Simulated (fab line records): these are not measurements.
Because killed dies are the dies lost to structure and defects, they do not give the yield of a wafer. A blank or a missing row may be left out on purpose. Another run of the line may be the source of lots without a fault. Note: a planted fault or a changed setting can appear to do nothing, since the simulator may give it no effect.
Which tool did it? | flow nandHarc | Sampling: 11 lots, 33 wafers, 4 of 1302 route steps

WHAT THE GAUGES READ, wafer by wafer
The record lacks any reading of a measuring or inspecting step that a usual standard deviation could be used to judge.

WHAT TOOL EACH LOT RAN ON (gives the tool, then ch and the chambers of the sampled wafers, and finally the start)
lot  | NHARC_A_CHANNEL_HOLE_D1_ETCH_16              | NHARC_A_CHANNEL_HOLE_D1_ETCH_33 | NHARC_A_CHANNEL_HOLE_D1_STRIP_27             | NHARC_A_CHANNEL_FILL_D1_ETCHBACK_20
L898 | rieDiel-02 ch 1,2,3, day 9 00:35 or earlier  | harEtch-02 ch 0,1, day 9 00:35  | rieDiel-02 ch 0,1,2, day 10 04:16 or earlier | rieDiel-01 ch 0,1,2, day 10 04:16
L899 | rieDiel-02 ch 1,2,3, day 9 11:23 or earlier  | harEtch-02 ch 0,1, day 9 11:23  | rieDiel-11 ch 0,1,3, day 10 15:10 or earlier | rieDiel-04 ch 0,2,3, day 10 15:10
L900 | rieDiel-02 ch 1,3, day 10 00:04 or earlier   | harEtch-02 ch 0, day 10 00:04   | rieDiel-11 ch 1,2,3, day 11 02:59 or earlier | rieDiel-03 ch 1,2, day 11 02:59
L901 | rieDiel-11 ch 0,1,2, day 10 13:32 or earlier | harEtch-01 ch 0,1, day 10 13:32 | rieDiel-11 ch 1,2,3, day 11 15:28 or earlier | rieDiel-03 ch 1,2,3, day 11 15:28
L906 | rieDiel-02 ch 1,2, day 12 15:57 or earlier   | harEtch-01 ch 0,1, day 12 15:57 | rieDiel-02 ch 0,2,3, day 13 21:55 or earlier | rieDiel-04 ch 0,1, day 13 21:55
L908 | rieDiel-02 ch 1,2,3, day 13 11:22 or earlier | harEtch-02 ch 0,1, day 13 11:22 | rieDiel-02 ch 0,2, day 14 14:37 or earlier   | rieDiel-03 ch 0,2,3, day 14 14:37
L910 | rieDiel-02 ch 0,1,3, day 14 20:32 or earlier | harEtch-02 ch 0,1, day 14 20:32 | rieDiel-02 ch 0,2,3, day 16 00:44 or earlier | rieDiel-03 ch 0,1,2, day 16 00:44
L911 | rieDiel-02 ch 0,2, day 14 21:36 or earlier   | harEtch-01 ch 0,1, day 14 21:36 | rieDiel-13 ch 0,1,3, day 16 00:44 or earlier | rieDiel-01 ch 0,1,2, day 16 00:44
L913 | rieDiel-11 ch 0,1,2, day 15 15:27 or earlier | harEtch-01 ch 0,1, day 15 15:27 | rieDiel-13 ch 0,2,3, day 16 17:25 or earlier | rieDiel-04 ch 1,2,3, day 16 17:25
L915 | rieDiel-11 ch 0,1, day 16 01:11 or earlier   | harEtch-01 ch 0,1, day 16 01:11 | rieDiel-02 ch 0,1,2, day 17 03:14 or earlier | rieDiel-03 ch 0,2,3, day 17 03:14
L920 | rieDiel-02 ch 1,3, day 18 14:30 or earlier   | harEtch-01 ch 0,1, day 18 14:30 | rieDiel-13 ch 0,1,2, day 19 17:27 or earlier | rieDiel-04 ch 2,3, day 19 17:27
- NHARC_A_CHANNEL_HOLE_D1_ETCH_16: etches the open film in O2/COS, target depth 3100 nm, time 806 s.
- NHARC_A_CHANNEL_HOLE_D1_ETCH_33: etches the open film in C4F8/O2/Ar, time 90 s, target depth 400 nm.
- NHARC_A_CHANNEL_HOLE_D1_STRIP_27: strips in O2.
- NHARC_A_CHANNEL_FILL_D1_ETCHBACK_20: etches the open film in C4F8/O2/Ar, target depth 27 nm, time 13.5 s.

WHAT THE TOOLS THEMSELVES READ (means of the sampled wafers that have a number; where no wafer has one, the mark that the record gives instead)
NHARC_A_CHANNEL_HOLE_D1_ETCH_16. Usual: biasW 299.9 W, standard deviation 0.83; drypumpMotorCurrentA 5.8 A, standard deviation 0.38; mfcArSccm 0.004 sccm, standard deviation 0.006; oesProductAu 1.000 a.u., standard deviation 0.0091; rfVppV 313.9 V, standard deviation 2.2; showerheadPlenumPTorr 3.11 Torr, standard deviation 0.14; throttleValvePct 28.330 %, standard deviation 0.0089.
lot  | tool       | biasW (W) | drypumpMotorCurrentA (A) | mfcArSccm (sccm) | oesProductAu (a.u.) | rfVppV (V) | showerheadPlenumPTorr (Torr) | throttleValvePct (%) | flag
L898 | rieDiel-02 | 300.0     | 5.5                      | 0.005            | 0.995               | 314.7      | 3.18                         | 28.326               | 
L899 | rieDiel-02 | 298.5     | 5.5                      | 0.005            | 0.997               | 315.4      | 3.18                         | 28.335               | 
L900 | rieDiel-02 | 299.1     | 5.4                      | 0.000            | 0.998               | 316.2      | 3.28                         | 28.330               | 
L901 | rieDiel-11 | 300.7     | 6.3                      | 0.004            | 0.997               | 313.2      | 3.05                         | 28.329               | 
L906 | rieDiel-02 | 300.2     | 5.5                      | 0.005            | 1.010               | 314.3      | 3.14                         | 28.339               | 
L908 | rieDiel-02 | 300.3     | 5.5                      | 0.005            | 1.004               | 314.2      | 3.18                         | 28.329               | 
L910 | rieDiel-02 | 300.0     | 5.7                      | 0.000            | 0.996               | 313.6      | 3.15                         | 28.330               | 
L911 | rieDiel-02 | 299.9     | 5.8                      | 0.010            | 1.008               | 312.2      | 2.98                         | 28.328               | 
L913 | rieDiel-11 | 299.7     | 6.3                      | 0.004            | 1.003               | 313.7      | 3.03                         | 28.331               | 
L915 | rieDiel-11 | 300.1     | 6.2                      | 0.005            | 0.991               | 311.9      | 2.97                         | 28.335               | 
L920 | rieDiel-02 | 301.0     | 5.5                      | 0.000            | 1.006               | 314.9      | 3.24                         | 28.331               | 

NHARC_A_CHANNEL_HOLE_D1_ETCH_33. Usual: biasV 400 V, standard deviation 4.1; drypumpMotorCurrentA 6.0 A, standard deviation 0.34; mfcArSccm 375.0 sccm, standard deviation 1.1; showerheadPlenumPTorr 3.69 Torr, standard deviation 0.12; tempC -20.01 C, standard deviation 0.12; throttleValvePct 27.620 %, standard deviation 0.009.
lot  | tool       | biasV (V) | drypumpMotorCurrentA (A) | mfcArSccm (sccm) | showerheadPlenumPTorr (Torr) | tempC (C) | throttleValvePct (%) | flag
L898 | harEtch-02 | 396       | 6.3                      | 375.1            | 3.55                         | -20.02    | 27.608               | 
L899 | harEtch-02 | 399       | 6.3                      | 374.6            | 3.55                         | -20.07    | 27.626               | 
L900 | harEtch-02 | 398       | 6.6                      | 375.0            | 3.60                         | -19.95    | 27.618               | 
L901 | harEtch-01 | 399       | 5.9                      | 375.1            | 3.76                         | -19.90    | 27.626               | 
L906 | harEtch-01 | 407       | 5.8                      | 375.9            | 3.74                         | -20.11    | 27.609               | 
L908 | harEtch-02 | 403       | 6.0                      | 375.6            | 3.84                         | -20.12    | 27.619               | 
L910 | harEtch-02 | 402       | 6.0                      | 374.8            | 3.84                         | -19.98    | 27.612               | 
L911 | harEtch-01 | 401       | 5.9                      | 375.2            | 3.73                         | -20.11    | 27.614               | 
L913 | harEtch-01 | 400       | 5.8                      | 374.1            | 3.72                         | -20.08    | 27.620               | 
L915 | harEtch-01 | 401       | 5.9                      | 374.9            | 3.72                         | -20.09    | 27.630               | 
L920 | harEtch-01 | 399       | 5.8                      | 374.3            | 3.70                         | -19.96    | 27.623               | 

NHARC_A_CHANNEL_HOLE_D1_STRIP_27. Usual: drypumpMotorCurrentA 5.9 A, standard deviation 0.47; mfcArSccm 0.007 sccm, standard deviation 0.0077; oesProductAu 0.998 a.u., standard deviation 0.0087; rfVppV 57.7 V, standard deviation 0.93; showerheadPlenumPTorr 3.51 Torr, standard deviation 0.16; throttleValvePct 17.036 %, standard deviation 0.0083.
lot  | tool       | drypumpMotorCurrentA (A) | mfcArSccm (sccm) | oesProductAu (a.u.) | rfVppV (V) | showerheadPlenumPTorr (Torr) | throttleValvePct (%) | flag
L898 | rieDiel-02 | 5.8                      | 0.005            | 0.991               | 57.5       | 3.46                         | 17.032               | 
L899 | rieDiel-11 | 6.2                      | 0.002            | 0.995               | 57.1       | 3.48                         | 17.040               | 
L900 | rieDiel-11 | 6.3                      | 0.001            | 0.993               | 58.3       | 3.53                         | 17.036               | 
L901 | rieDiel-11 | 6.3                      | 0.001            | 0.988               | 57.5       | 3.53                         | 17.042               | 
L906 | rieDiel-02 | 5.7                      | 0.005            | 0.995               | 57.5       | 3.49                         | 17.037               | 
L908 | rieDiel-02 | 5.7                      | 0.010            | 0.998               | 57.3       | 3.37                         | 17.028               | 
L910 | rieDiel-02 | 5.7                      | 0.005            | 1.006               | 57.5       | 3.49                         | 17.039               | 
L911 | rieDiel-13 | 5.8                      | 0.011            | 1.003               | 57.0       | 3.47                         | 17.043               | 
L913 | rieDiel-13 | 5.7                      | 0.016            | 0.995               | 57.7       | 3.63                         | 17.032               | 
L915 | rieDiel-02 | 5.7                      | 0.005            | 1.003               | 57.7       | 3.45                         | 17.030               | 
L920 | rieDiel-13 | 5.9                      | 0.012            | 0.997               | 58.2       | 3.54                         | 17.036               | 

NHARC_A_CHANNEL_FILL_D1_ETCHBACK_20. Usual: biasW 1500 W, standard deviation 4.6; oesProductAu 0.96 a.u., standard deviation 0.038; rfFwdPowerW 586.5 W, standard deviation 2.5; rfVppV 982 V, standard deviation 6.3.
lot  | tool       | biasW (W) | oesProductAu (a.u.) | rfFwdPowerW (W) | rfVppV (V) | flag
L898 | rieDiel-01 | 1499      | 1.02                | 586.6           | 986        | 
L899 | rieDiel-04 | 1496      | 0.99                | 586.6           | 984        | 
L900 | rieDiel-03 | 1501      | 0.92                | 585.4           | 981        | 
L901 | rieDiel-03 | 1503      | 0.92                | 585.7           | 979        | 
L906 | rieDiel-04 | 1500      | 0.92                | 586.2           | 984        | 
L908 | rieDiel-03 | 1500      | 1.01                | 585.8           | 976        | 
L910 | rieDiel-03 | 1500      | 0.97                | 553.7           | 977        | OFF
L911 | rieDiel-01 | 1495      | 0.95                | 587.6           | 986        | 
L913 | rieDiel-04 | 1498      | 1.00                | 586.2           | 986        | 
L915 | rieDiel-03 | 1498      | 0.89                | 555.7           | 977        | OFF
L920 | rieDiel-04 | 1497      | 0.99                | 587.1           | 983        | 

THE ANSWER, worked out from the rows above alone
Rule: a lot counts as off when the mean over its wafers that have a number is more than 3 standard deviations away from the usual mean. Also off: a lot with no number at a reading for which 4 or more lots have one. Where the step has rows for the other lots, those lots are counted as sound. First the gauges in route order, then the tools' own readings, where a lot's mean is used as printed above. At the first step where some lot is off, the reading lying furthest off is the one used; lots without a number count as furthest.
Off: L910, L915 (NHARC_A_CHANNEL_FILL_D1_ETCHBACK_20, rfFwdPowerW).
A tool fits if, at that step or a process step before it, it ran every lot that is off, and no sound lot after the first of them. NHARC_A_CHANNEL_HOLE_D1_ETCH_16: start missing for some lots; hours and lot order therefore follow NHARC_A_CHANNEL_HOLE_D1_ETCH_33. NHARC_A_CHANNEL_HOLE_D1_STRIP_27: start missing for some lots; hours and lot order therefore follow NHARC_A_CHANNEL_FILL_D1_ETCHBACK_20. Undecided on this evidence; 2 tools fit (rieDiel-02 at NHARC_A_CHANNEL_HOLE_D1_STRIP_27, rieDiel-03 at NHARC_A_CHANNEL_FILL_D1_ETCHBACK_20).

WHAT WAS PUT IN BY THE SIMULATOR
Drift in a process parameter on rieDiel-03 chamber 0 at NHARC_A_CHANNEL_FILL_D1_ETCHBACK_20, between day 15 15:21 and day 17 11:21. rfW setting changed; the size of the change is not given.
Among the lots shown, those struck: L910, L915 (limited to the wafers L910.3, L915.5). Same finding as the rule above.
